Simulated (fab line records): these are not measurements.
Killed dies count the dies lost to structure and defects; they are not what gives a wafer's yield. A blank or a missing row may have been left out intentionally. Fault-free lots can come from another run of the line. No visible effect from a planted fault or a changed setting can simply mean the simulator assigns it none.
2 desks looking at one fault / flow n5Finfet / what lay behind the numbers comes last; until then each desk has only its own

## DESK OF THE TOOL OWNER: epiRpcvd-03
The tool's own readings at N5_SD_EPI_P_EPI_21 (deposits SiGe:B, time 355 s): means of the sampled wafers that have a number, for each lot that ran on this tool. Marked OUT: a lot whose mean sits more than 4 standard deviations from the usual mean, which makes it out of limits; the brackets give that distance.
Columns: A = susceptorTempC at N5_SD_EPI_P_EPI_21, usual 549.98 C; B = susceptor_temp_C_max at N5_SD_EPI_P_EPI_21, usual 551.4
lot=L606; first seen here=day 3 09:09; A=550.04; B=551.3
lot=L607; first seen here=day 3 14:38; A=550.19; B=551.4
lot=L610; first seen here=day 4 07:16; A=549.75; B=550.9
lot=L611; first seen here=day 4 13:08; A=549.87; B=551.0
lot=L612; first seen here=day 4 18:12; A=550.09; B=551.1
lot=L615; first seen here=day 5 14:47; A=569.08 (+76) OUT; B=570.2 (+29) OUT
lot=L617; first seen here=day 6 01:55; A=569.10 (+76) OUT; B=570.3 (+30) OUT
lot=L626; first seen here=day 8 07:38; A=549.83; B=551.0
lot=L627; first seen here=day 8 18:59; A=550.03; B=551.3
This desk's finding: out of limits on L615, L617; first on L615, day 5 14:47 (susceptorTempC at N5_SD_EPI_P_EPI_21). In limits: L606, L607, L610, L611, L612, L626, L627.

## METROLOGY DESK
Means of the sampled wafers that have a number, per lot and without regard to the tool the lot ran on: this is what the gauges read. Marked OUT: a lot whose mean sits more than 4 standard deviations from the usual mean, which makes it out of limits; the brackets give that distance.
Columns: A = thkNm at N5_SD_EPI_P_EPI_MEAS_23, usual 61.1 nm
lot=L606; first seen here=day 3 10:59; A=61.7
lot=L607; first seen here=day 3 16:07; A=60.5
lot=L609; first seen here=day 4 04:36; A=60.6
lot=L610; first seen here=day 4 09:29; A=59.4
lot=L611; first seen here=day 4 15:19; A=61.0
lot=L612; first seen here=day 4 20:24; A=62.2
lot=L615; first seen here=day 5 16:38; A=91.0 (+23) OUT
lot=L617; first seen here=day 6 03:25; A=90.4 (+23) OUT
lot=L623; first seen here=day 7 14:31; A=62.0
lot=L626; first seen here=day 8 09:50; A=61.0
lot=L627; first seen here=day 8 20:28; A=60.2
This desk's finding: out of limits on L615, L617; first on L615, day 5 16:38 (thkNm at N5_SD_EPI_P_EPI_MEAS_23). In limits: L606, L607, L609, L610, L611, L612, L623, L626, L627.

## BROUGHT TOGETHER
An alarm could have come from the tool owner's desk at day 5 14:47, on L615, L617.
L615, L617 would have let the metrology desk raise an alarm at day 5 16:38.
Every lot named ran N5_SD_EPI_P_EPI_21 on epiRpcvd-03.

## WHAT THE SIMULATOR PUT IN
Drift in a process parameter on epiRpcvd-03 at N5_SD_EPI_P_EPI_21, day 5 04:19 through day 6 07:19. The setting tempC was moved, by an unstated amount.
Struck lots among those shown: L615, L617.
Delay (hours) between the fault's onset and each desk's first out-of-limits reading: 10 at the tool owner's desk, 12 at the metrology desk.
